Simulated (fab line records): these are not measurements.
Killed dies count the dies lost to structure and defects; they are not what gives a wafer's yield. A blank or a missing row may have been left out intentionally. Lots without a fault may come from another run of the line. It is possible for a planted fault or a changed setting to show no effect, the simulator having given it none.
Code-filled problem report in 8D (eight disciplines) form / flow n5_finfet / the parts of the form that need people (team, actions taken, sign-off) are left out

1. WHAT WENT WRONG
Wafers with no fault read 34 with a standard deviation of 10, whereas killed_at_M0_to_M3 at N5_PASSIVATION_PROBE_49 reads a mean of 142 on 1 wafer of 1 lot. Measured from the usual mean, that is +11 standard deviations.
First observed at day 14 18:11: wafer L415.1, on prober-02. Wafers with a number at this step in the record: 12, from 4 lots. Rule for "out" (also "out of limits"): further than 4 standard deviations from the usual mean. The rest of the wafers with a number are treated as sound.

2. WHAT IT IS, WHAT IT ISN'T
question=which readings at this step | is=killed_at_M0_to_M3, defect_limited_yield, killed_dies, sort_bin_5_function, sort_n_pass, sort_yield_pct | is not=killed_at_M4_up, killed_at_contacts, killed_at_front_end, killed_at_other, killed_open, killed_short, sort_bin_6_memory, sort_bin_8_speed
question=which lots | is=L415 | is not=L405, L408, L409
question=which wafers of those lots | is=L415.1 | is not=L415.3, L415.5
question=read on which tools | is=prober-02 | is not=prober-01
question=when | is=from day 14 18:11 | is not=up to then (6 sound wafers); but 5 sound wafers of L409, L415 came after

3. SUSPECTS, AND WHAT RULES EACH OUT
Counting: if a tool at a process step up to the reading ran every lot that is out, it stays a suspect. Sound lots after the first of them don't rule it out here, since some wafers of a struck lot are sound.
- pvd_sputter-02 at N5_BEOL_M0_SPUTTER_134 (material Cu, target thk 4 nm, time 7.37 s): kept. It ran the lot that is out, L415 (day 9 02:17); its last sound lot up to then is L409 (day 7 21:35).
- rie_diel-05 at N5_MIM_BOT_LITHO_DESCUM_10 (chemistry O2, time 7.9 s): kept. It ran the lot that is out, L415 (day 14 08:47); its last sound lot up to then is L405 (day 12 08:50).
- rie_diel-04 at N5_PASSIVATION_VIA_ETCH_13 (etches SiO2 in CHF3/O2, target depth 660 nm, time 330 s): kept. It ran the lot that is out, L415 (day 14 10:43); its last sound lot up to then is L408 (day 13 21:47).
- prober-02 at N5_PASSIVATION_PROBE_49: kept. It ran the lot that is out, L415 (day 14 18:11); its last sound lot up to then is L405 (day 12 18:08). Its own defect_limited_yield, killed_at_M0_to_M3, killed_dies, sort_bin_5_function, sort_n_pass, sort_yield_pct readings are out on those wafers.
- Within rie_diel-04 at N5_PASSIVATION_VIA_ETCH_13: the wafers that are out ran in chamber 3; their sound lot-mates ran in chamber 2.
Left after counting: pvd_sputter-02 at N5_BEOL_M0_SPUTTER_134, rie_diel-05 at N5_MIM_BOT_LITHO_DESCUM_10, rie_diel-04 at N5_PASSIVATION_VIA_ETCH_13, prober-02 at N5_PASSIVATION_PROBE_49.

4. THE CAUSE (what the simulator had put in)
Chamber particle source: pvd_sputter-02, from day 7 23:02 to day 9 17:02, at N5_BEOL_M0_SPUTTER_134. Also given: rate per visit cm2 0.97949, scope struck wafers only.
4 suspects survive the count, and this tool is in that group.

5. THE CHAIN OF EFFECTS, in route order
Each row: a reading where the mean over the struck wafers with a number is more than 3 standard deviations away from the usual. Scope: only readings with a usual standard deviation given in the record; hours: median across lots of the time from each lot's start at the first step in this table that gives one to its start at this step; sigmas: change in usual standard deviations.
hours=0; step=N5_PASSIVATION_PROBE_49; reading=defect_limited_yield; usual=91.1 %; on struck wafers=81.0; change=-10.1; sigmas=-7.8
hours=0; step=N5_PASSIVATION_PROBE_49; reading=killed_at_M0_to_M3; usual=34; on struck wafers=142; change=+108; sigmas=+11
hours=0; step=N5_PASSIVATION_PROBE_49; reading=killed_dies; usual=105; on struck wafers=224; change=+119; sigmas=+7.9
hours=0; step=N5_PASSIVATION_PROBE_49; reading=sort_bin_5_function; usual=5.3 %; on struck wafers=11.8; change=+6.5; sigmas=+8.0
hours=0; step=N5_PASSIVATION_PROBE_49; reading=sort_n_pass; usual=1075; on struck wafers=956; change=-119; sigmas=-7.9
hours=0; step=N5_PASSIVATION_PROBE_49; reading=sort_yield_pct; usual=91.1 %; on struck wafers=81.0; change=-10.1; sigmas=-7.8
The process steps in it:
- N5_PASSIVATION_PROBE_49

6. HOW IT WOULD HAVE BEEN CAUGHT EARLIER
In this record no reading fell out of limits until day 14 18:11, 163 hours after the fault had begun at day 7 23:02.
No tool reading at N5_BEOL_M0_SPUTTER_134 that has a usual standard deviation in the record was out on any struck wafer, so an alarm limit of 4 standard deviations on those readings would not have fired.
Each of the lots that are out, 1 in all, had begun N5_BEOL_M0_SPUTTER_134 on pvd_sputter-02 no later than day 14 18:11. Tool hold at that time: it would have spared none of them.
